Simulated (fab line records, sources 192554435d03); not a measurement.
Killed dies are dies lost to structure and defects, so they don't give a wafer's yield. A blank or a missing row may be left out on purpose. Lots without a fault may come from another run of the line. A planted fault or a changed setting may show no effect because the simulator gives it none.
One fault seen from 3 desks | flow n5_finfet | each desk has only its own numbers; what lay behind them comes last

THE METROLOGY DESK
What the gauges read, lot by lot, whatever tool the lot ran on: means of the sampled wafers that have a number. A lot is out of limits, marked OUT, if its mean lies more than 4 standard deviations from the usual mean; the brackets give that distance. Of its 10 readings 7 are shown: those that lie furthest out on some lot.
Columns: A = IOFF_N at N5_BEOL_M4_RC_MEAS_101, usual 0.157 nA/um; B = IOFF_P at N5_BEOL_M4_RC_MEAS_101, usual 0.21 nA/um; C = ION_P at N5_BEOL_M4_RC_MEAS_101, usual 465 uA/um; D = SS_N at N5_BEOL_M4_RC_MEAS_101, usual 71.3 mV/dec; E = SS_P at N5_BEOL_M4_RC_MEAS_101, usual 73.2 mV/dec; F = VT_N at N5_BEOL_M4_RC_MEAS_101, usual 249 mV; G = VT_P at N5_BEOL_M4_RC_MEAS_101, usual -250 mV
lot  | first seen here | A     | B    | C   | D    | E    | F   | G
L173 | day 9 16:58     | 0.153 | 0.22 | 458 | 71.1 | 73.3 | 252 | -251
L177 | day 10 16:06    | 0.202 | 0.25 | 466 | 72.2 | 74.3 | 247 | -248
L178 | day 11 00:16    | 0.137 | 0.17 | 452 | 71.4 | 72.9 | 250 | -253
L179 | day 11 03:11    | 0.139 | 0.22 | 465 | 70.8 | 73.0 | 252 | -249
L182 | day 12 09:45    | 0.146 | 0.19 | 458 | 71.7 | 72.5 | 248 | -251
L185 | day 12 10:01    | 0.133 | 0.15 | 451 | 71.5 | 73.1 | 254 | -257
L192 | day 14 03:45    | 0.172 | 0.23 | 467 | 71.4 | 73.1 | 249 | -248
L193 | day 14 09:38    | 0.148 | 0.20 | 466 | 71.4 | 73.2 | 250 | -253
L194 | day 14 13:03    | 0.194 | 0.24 | 473 | 71.4 | 73.7 | 245 | -248
This desk's finding: nothing out of limits on any of the 9 lots.

THE DEFECT DESK
What the inspections along the route counted, lot by lot: means of the sampled wafers that have a number. A lot is out of limits, marked OUT, if its mean lies more than 4 standard deviations from the usual mean; the brackets give that distance.
Columns: A = raw_defect_count at N5_BEOL_M0_INSPECT_127, usual 74; B = raw_defect_count at N5_BEOL_M1_INSPECT_13, usual 389; C = raw_defect_count at N5_BEOL_M1_INSPECT_30, usual 388
lot  | first seen here | A              | B   | C
L173 | day 6 07:56     | 69             | 488 | 526
L177 | day 7 03:54     | 84             | 478 | 504
L178 | day 7 11:01     | 86             | 415 | 398
L179 | day 7 19:47     | 63             | 396 | 410
L182 | day 8 10:40     | 75             | 377 | 355
L185 | day 9 06:04     | 63             | 371 | 369
L192 | day 11 07:19    | 65             | 286 | 326
L193 | day 11 07:44    | 238 (+6.8) OUT | 548 | 534
L194 | day 11 15:48    | 225 (+6.3) OUT | 560 | 541
This desk's finding: out of limits on L193, L194; first on L193, day 11 07:44 (raw_defect_count at N5_BEOL_M0_INSPECT_127). In limits: L173, L177, L178, L179, L182, L185, L192.

THE TOOL OWNER'S DESK: cvd_co-01
The tool's own readings at N5_BEOL_M0_CO_CAP_123 (material Co, precursor CCTBA/H2, target thk 2 nm, time 102.1 s): means of the sampled wafers that have a number, for each lot that ran on this tool. A lot is out of limits, marked OUT, if its mean lies more than 4 standard deviations from the usual mean; the brackets give that distance.
Columns: A = heater_power_w at N5_BEOL_M0_CO_CAP_123, usual 246 W; B = susceptor_temp_C at N5_BEOL_M0_CO_CAP_123, usual 200.00 C
lot  | first seen here | A   | B
L173 | day 6 07:42     | 220 | 200.21
L178 | day 7 10:49     | 247 | 200.09
L179 | day 7 19:32     | 252 | 199.89
L185 | day 9 05:51     | 219 | 200.08
L192 | day 11 07:06    | 258 | 200.02
L193 | day 11 07:32    | 248 | 199.92
L194 | day 11 15:35    | 245 | 199.98
This desk's finding: nothing out of limits on any of the 7 lots.

PUT TOGETHER
The defect desk could have raised an alarm at day 11 07:44, on L193, L194.
The metrology desk saw nothing out of limits.
The tool owner's desk saw nothing out of limits.
The metrology desk has L193, L194 on record, within its limits.
The tool owner's desk has L193, L194 on record, within its limits.
Of the lots named, all ran N5_BEOL_M0_CO_CAP_123 on cvd_co-01.

WHAT THE SIMULATOR HAD PUT IN
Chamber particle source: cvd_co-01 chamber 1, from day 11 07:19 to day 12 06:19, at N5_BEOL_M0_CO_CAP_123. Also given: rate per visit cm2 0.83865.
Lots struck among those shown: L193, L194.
Hours from the fault's start to each desk's first reading out of limits: the defect desk, 0.
